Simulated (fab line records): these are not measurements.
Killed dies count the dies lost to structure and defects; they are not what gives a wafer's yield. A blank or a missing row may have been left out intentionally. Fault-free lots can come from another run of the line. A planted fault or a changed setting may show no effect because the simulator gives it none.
Which tool is to blame?    flow n5Finfet    9 lots, 27 wafers sampled, at 2 steps of a route of 1938

WHAT THE GAUGES SHOWED, per wafer
N5_MOL_CONTACT_COAG_INSPECT_97: inspects for defects (darkfield).
lot   measured      on                rawDefectCount
L252  day 5 14:29   defectInspect-02  80 48 48
L254  day 6 01:38   defectInspect-01  35 41 22
L260  day 7 14:28   defectInspect-01  39 39 33
L264  day 8 12:19   defectInspect-01  31 61 39
L266  day 9 08:44   defectInspect-02  25 21 59
L269  day 10 11:11  defectInspect-02  82 55 43
L271  day 10 14:14  defectInspect-02  22 29 27
L272  day 10 17:26  defectInspect-01  62 67 43
L274  day 11 01:23  defectInspect-02  28 39 47

EACH LOT AND THE TOOL THAT RAN IT (in order: tool; ch and the chambers of the sampled wafers; start)
lot   N5_MOL_CONTACT_COAG_ETCH_48
L252  rieDiel-05 ch 1,2, day 5 08:19
L254  rieDiel-02 ch 1,2, day 5 21:27
L260  rieDiel-05 ch 0,1, day 7 10:04
L264  rieDiel-05 ch 0,1,3, day 8 07:47
L266  rieDiel-05 ch 0,1,2, day 9 04:38
L269  rieDiel-02 ch 1,2,3, day 10 07:07
L271  rieDiel-04 ch 0,1, day 10 09:27
L272  rieDiel-04 ch 0,1,3, day 10 13:22
L274  rieDiel-02 ch 0,1,3, day 10 20:52
- N5_MOL_CONTACT_COAG_ETCH_48: etches SiOC in C4F6/O2, target depth 15 nm, overetch 4.5 nm, time 17 s.

THE ANSWER, worked out from the rows above alone
Rule: the usual values come from the lots themselves. Put in order of their means at a reading, lots are off if they are a third of the lots or fewer, leave a main group of 4 or more, and stand apart from it by a gap of 3 or more times the standard deviation of the main group's means; of several such gaps the widest counts. If all means in a main group match to the digits the tables above print for the reading, that group is not used. Also off: a lot with no number at a reading for which 4 or more lots have one. The other lots that the step has rows for count as sound.
No lot is off at any reading shown: from this, nothing can be told.

WHAT WAS PUT IN BY THE SIMULATOR
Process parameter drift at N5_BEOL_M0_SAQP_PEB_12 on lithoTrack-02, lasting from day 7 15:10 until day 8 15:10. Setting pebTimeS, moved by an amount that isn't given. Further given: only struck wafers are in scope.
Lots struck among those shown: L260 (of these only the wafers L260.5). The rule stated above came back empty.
